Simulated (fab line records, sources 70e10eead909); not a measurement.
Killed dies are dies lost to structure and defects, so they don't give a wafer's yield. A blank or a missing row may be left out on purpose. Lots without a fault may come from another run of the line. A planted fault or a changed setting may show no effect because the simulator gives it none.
Which tool did it? | flow nand_harc | 11 lots, 33 wafers sampled, at 3 steps of a route of 1159

WHAT THE GAUGES READ, wafer by wafer
NHARC_A_CONTACT_CD_MEAS_80.
lot  | measured     | on        | cd_nm (nm)
L077 | day 16 21:56 | cd_sem-02 | 189.3 189.3 189.0
L079 | day 17 21:41 | cd_sem-03 | 189.3 190.0 189.6
L083 | day 19 03:21 | cd_sem-02 | 190.1 190.1 190.2
L082 | day 19 13:52 | cd_sem-03 | 188.6 188.7 188.2
L088 | day 19 18:53 | cd_sem-03 | 188.5 189.2 189.0
L087 | day 20 00:22 | cd_sem-01 | 189.9 189.8 190.9
L090 | day 20 17:55 | cd_sem-03 | 188.7 188.7 189.1
L093 | day 21 01:07 | cd_sem-03 | 189.8 190.0 189.3
L091 | day 21 16:20 | cd_sem-01 | 189.1 189.8 188.7
L097 | day 22 08:20 | cd_sem-01 | 188.7 188.6 188.4
L096 | day 22 17:03 | cd_sem-01 | 189.3 188.7 189.4

WHICH TOOL RAN EACH LOT (tool, then ch and the chambers of the sampled wafers, then the start)
lot  | NHARC_A_CONTACT_ETCH_91            | NHARC_A_CONTACT_ETCH_97
L077 | rie_diel-04 ch 0,2,3, day 16 21:43 | rie_diel-04 ch 0,1,2, day 16 21:56 or earlier
L079 | rie_diel-10 ch 1,3, day 17 21:28   | rie_diel-10 ch 0,1,2, day 17 21:41 or earlier
L083 | rie_diel-10 ch 0,1,3, day 19 03:08 | rie_diel-10 ch 0,1, day 19 03:21 or earlier
L082 | rie_diel-04 ch 0,1,2, day 19 13:34 | rie_diel-04 ch 0,2,3, day 19 13:52 or earlier
L088 | rie_diel-04 ch 1,2,3, day 19 18:41 | rie_diel-04 ch 1,2,3, day 19 18:53 or earlier
L087 | rie_diel-10 ch 1,2,3, day 20 00:10 | rie_diel-10 ch 0,1, day 20 00:22 or earlier
L090 | rie_diel-01 ch 0,1,3, day 20 17:41 | rie_diel-01 ch 0,1, day 20 17:55 or earlier
L093 | rie_diel-01 ch 1,2,3, day 21 00:54 | rie_diel-01 ch 1,2, day 21 01:07 or earlier
L091 | rie_diel-10 ch 1,2,3, day 21 16:07 | rie_diel-10 ch 1,2,3, day 21 16:20 or earlier
L097 | rie_diel-01 ch 0,1,2, day 22 08:07 | rie_diel-01 ch 0,1,2, day 22 08:20 or earlier
L096 | rie_diel-01 ch 1,2, day 22 16:50   | rie_diel-01 ch 1,2,3, day 22 17:03 or earlier
- NHARC_A_CONTACT_ETCH_91: etches the open film in CH3F/O2, target depth 40 nm, time 85.7 s.
- NHARC_A_CONTACT_ETCH_97: etches the open film in C4F6/O2, target depth 20 nm, time 10 s.

THE ANSWER, worked out from the rows above alone
Rule: what is usual is taken from the lots themselves. Put in order of their means at a reading, lots are off if they are a third of the lots or fewer, leave a main group of 4 or more, and stand apart from it by a gap of 3 or more times the standard deviation of the main group's means; of several such gaps the widest counts. A main group whose means are all the same, to the digits that the tables above print for the reading, isn't used. A lot without any number at a reading at which 4 lots or more have one is off too. The other lots that the step has rows for count as sound.
No lot is off at any reading shown: from this, nothing can be told.

WHAT THE SIMULATOR HAD PUT IN
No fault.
